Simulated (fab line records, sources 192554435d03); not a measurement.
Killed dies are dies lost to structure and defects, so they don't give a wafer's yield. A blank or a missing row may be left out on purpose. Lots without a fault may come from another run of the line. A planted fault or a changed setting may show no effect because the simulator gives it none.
A struck lot beside a sound one | flow n5_finfet | 15 steps out of a route of 1938
Sound: wafers L475.1, L475.2, L475.6. Struck: wafers L490.1, L490.2, L490.4. The cause comes at the end.
At each step with rows: each side's tool, then ch and its chambers, then its first start. Under that, the readings that differ: sound wafers | struck wafers | difference of the means | sigmas: that difference in standard deviations of wafers without a fault.
alike: readings whose means differ by less than 2 such deviations, and words and numbers that are the same on both sides. not compared: withheld readings, readings that some wafer has no value for, bounds like >300 that may hide the same value, and numbers for which the record gives no deviation and whose values overlap.
The two part at a step that has a row with sigmas, a row that says differs or no value, or rows on one side only. Numbers that don't overlap but have no deviation are shown without sigmas and don't part them. A reading that every wafer of one side lacks parts them only if that side has two wafers or more.

first, 6 steps without rows for these wafers: N5_PASSIVATION_EBR_40; N5_PASSIVATION_SOFTBAKE_39 (time 120 s); N5_PASSIVATION_EXPOSE_41 (exposes mask PASS OPEN, defocus 0 nm, target cd 40000 nm); N5_PASSIVATION_PEB_42; N5_PASSIVATION_DEVELOP_43 (develop time 60 s); N5_PASSIVATION_HARDBAKE_45 (time 120 s).
N5_PASSIVATION_CD_MEAS_44: target cd 40000 nm.
  sound on cd_sem-02 ch 0, day 13 11:17; struck on cd_sem-02 ch 0, day 16 19:02
  alike: cd_nm
N5_PASSIVATION_OVL_MEAS_66:
  sound on overlay-02 ch 0, day 13 11:19; struck on overlay-01 ch 0, day 16 19:04
  alike: PASS_OPEN_OVL
N5_PASSIVATION_INSPECT_67: inspects for defects (macro).
  sound on defect_inspect-02, day 13 11:20; struck on defect_inspect-01, day 16 19:05
  alike: raw_defect_count
N5_PASSIVATION_DESCUM_46: chemistry O2, time 7.9 s.
  sound on rie_diel-04 ch 0,2, day 13 11:22; struck on rie_diel-01 ch 0,1,3, day 16 19:07
  alike: drypump_motor_current_A, oes_product_au, rf_vpp_V, showerhead_plenum_p_Torr, throttle_valve_pct
  not compared: rf_hours_counter_h
N5_PASSIVATION_PASS_ETCH_47: etches SiNx in CF4/O2, target depth 770 nm, time 385 s.
  sound on rie_diel-04 ch 0,2, day 13 11:25; struck on rie_diel-01 ch 0,1,3, day 16 19:10
  alike: drypump_motor_current_A, oes_product_au, rf_vpp_V, showerhead_plenum_p_Torr, throttle_valve_pct
  not compared: rf_hours_counter_h
N5_PASSIVATION_ETCH_54: etches SiO2 in CHF3/O2, target depth 880 nm, time 440 s.
  sound on rie_diel-04 ch 0,2, day 13 11:38; struck on rie_diel-01 ch 0,1,3, day 16 19:23
  alike: drypump_motor_current_A, oes_product_au, rf_vpp_V, showerhead_plenum_p_Torr, throttle_valve_pct
  not compared: rf_hours_counter_h
N5_PASSIVATION_STRIP_48: strips in O2.
  sound on rie_diel-04 ch 0,2, day 13 11:55; struck on rie_diel-01 ch 0,1,3, day 16 19:40
  reading    | sound             | struck            | difference | sigmas
  temp_c (C) | 59.98 59.79 59.92 | 61.24 61.14 61.26 | +1.32      | +9
  alike: drypump_motor_current_A, oes_product_au, rf_vpp_V, showerhead_plenum_p_Torr, throttle_valve_pct
  not compared: rf_hours_counter_h
then, 1 step without rows for these wafers: N5_PASSIVATION_STRIP_52 (strips in post etch residue remover, time 1200 s).
N5_PASSIVATION_PROBE_49:
  sound on prober-02, day 13 14:25; struck on prober-01, day 16 22:10
  reading              | sound | struck   | difference | sigmas
  killed_at_other      | 3 0 4 | 9 16 7   | +8         | +2
  sort_bin_8_speed (%) | 0 0 0 | 2.88 0 0 | +0.96      | +4
  alike: defect_limited_yield, killed_at_M0_to_M3, killed_at_M4_up, killed_at_contacts, killed_at_front_end, killed_dies, killed_on_rim, killed_open, killed_short, sort_bin_5_function, sort_bin_6_memory, sort_n_pass, sort_yield_pct

WHERE THEY PART
First at N5_PASSIVATION_STRIP_48; last, within this record, at N5_PASSIVATION_PROBE_49.

WHY: what the simulator had put in
Process parameter drift: rie_diel-01, from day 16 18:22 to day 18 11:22, at N5_PASSIVATION_STRIP_48. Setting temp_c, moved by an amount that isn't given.
